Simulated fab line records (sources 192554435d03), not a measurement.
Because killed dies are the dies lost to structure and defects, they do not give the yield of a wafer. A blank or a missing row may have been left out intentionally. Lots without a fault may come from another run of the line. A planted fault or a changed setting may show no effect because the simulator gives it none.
Split-lot experiment + flow n5-finfet + on a route of 1938 steps: 7 lots, 21 wafers read

## THE SPLIT ITSELF
At N5_WELL_APT_EXPOSE_05 (exposes mask NWELL, defocus 0 nm, target cd 200 nm), the setting dose-mj was moved away from the recipe's 20.3 on 5 of the 21 wafers read, by -4.5% to +7.0%. For the rest of the wafers, this setting stayed at what the recipe calls for.

## FROM THE SPLIT TO THE READING: what the file shows between them, 2 steps
- N5_WELL_APT_DEVELOP_07: develop time 45 s (also split here: develop-time-s)
- N5_WELL_APT_HARDBAKE_12: time 120 s

## THE READING
cd-nm, in nm, at N5_WELL_APT_CD_MEAS_08 (target cd 200 nm). A value of 199.7 nm with a standard deviation of 1.6 nm is what fault-free wafers of this fab line usually give.

| wafer  | tool, chamber at the split | dose-mj as run | against the recipe | cd-nm, nm | against lot-mates on the recipe |
|--------|----------------------------|----------------|--------------------|-----------|---------------------------------|
| L081.1 | krf-scanner-01, 0          | 21.73          | +7.0%              | 208.5     | +9.2                            |
| L081.2 | krf-scanner-01, 0          | 20.3           | recipe             | 200.2     | -                               |
| L081.4 | krf-scanner-01, 0          | 20.3           | recipe             | 198.3     | -                               |
| L083.1 | krf-scanner-02, 0          | 20.82          | +2.6%              | 204.4     | +5.4                            |
| L083.2 | krf-scanner-02, 0          | 20.3           | recipe             | 197.4     | -                               |
| L083.5 | krf-scanner-02, 0          | 20.3           | recipe             | 200.6     | -                               |
| L084.1 | krf-scanner-02, 0          | 20.3           | recipe             | 203.0     | -                               |
| L084.5 | krf-scanner-02, 0          | 20.3           | recipe             | 203.0     | -                               |
| L084.6 | krf-scanner-02, 0          | 20.3           | recipe             | 201.4     | -                               |
| L086.2 | krf-scanner-01, 0          | 20.3           | recipe             | 199.7     | -                               |
| L086.3 | krf-scanner-01, 0          | 19.72          | -2.9%              | 196.2     | -3.5                            |
| L086.4 | krf-scanner-01, 0          | 19.72          | -2.9%              | 196.1     | -3.6                            |
| L088.1 | krf-scanner-02, 0          | 20.3           | recipe             | 198.6     | -                               |
| L088.3 | krf-scanner-02, 0          | 20.3           | recipe             | 198.5     | -                               |
| L088.6 | krf-scanner-02, 0          | 20.3           | recipe             | 198.7     | -                               |
| L091.4 | krf-scanner-02, 0          | 19.38          | -4.5%              | 193.5     | -4.8                            |
| L091.5 | krf-scanner-02, 0          | 20.3           | recipe             | 199.0     | -                               |
| L091.6 | krf-scanner-02, 0          | 20.3           | recipe             | 197.6     | -                               |
| L093.1 | krf-scanner-01, 0          | 20.3           | recipe             | 200.1     | -                               |
| L093.3 | krf-scanner-01, 0          | 20.3           | recipe             | 197.1     | -                               |
| L093.5 | krf-scanner-01, 0          | 20.3           | recipe             | 198.7     | -                               |

THE FIT
A straight line over all 21 wafers: cd-nm changes by +1.31 nm for each +1% of dose-mj; r = +0.87; the points scatter about the line by 1.6 nm.
The same after taking each lot's own level away (the mean of its wafers on the recipe; 21 wafers): +1.3 nm for each +1%; r = +0.94; scatter 1 nm.
The reading moves by 9.2 nm for the largest change in dose-mj, on that fit.
The span of the lots' own levels, 198.30 to 202.47 nm, comes to 2.6 times the standard deviation stated above.
So the lot-to-lot level changes the slope little: the two slopes agree.
Check: for one of the wafers moved furthest among these (+7.0%), held out of the fit, the line's prediction against its lot-mates is +9.47 nm. It came out at +9.25 nm against them.

## ADDITIONAL SPLITS CARRIED BY THESE WAFERS
Note: prior to the reading, these wafers also went through further splits. Each is held against what the fit with the lots' levels taken away leaves over:
| other split on the same wafers        | wafers away from the commonest value | r with cd-nm (lot level and that fit taken away) |
|---------------------------------------|--------------------------------------|--------------------------------------------------|
| N5_ZERO_LAYER_PECVD_02 time-s         | 4                                    | +0.21                                            |
| N5_WELL_APT_DEVELOP_07 develop-time-s | 9                                    | +0.28                                            |

## THE WHOLE CHAIN: every reading that the file lists as answering this split, in the file's order
| step                   | what it does             | reading                                                         | change (the file's fit)              | r (the file's) |
|------------------------|--------------------------|-----------------------------------------------------------------|--------------------------------------|----------------|
| N5_WELL_APT_CD_MEAS_08 | target cd 200 nm         | cd-nm                                                           | +1.31 nm for each +1% of the setting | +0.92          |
| N5_WELL_APT_DESCUM_13  | chemistry O2, time 7.9 s | WELL_APT.cd-nm (the simulator's own value, which no gauge read) | +1.32 nm for each +1% of the setting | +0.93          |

## THE FILE'S OWN FIT
cd-nm changes by +1.31 nm for each +1% of dose-mj, r = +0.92.
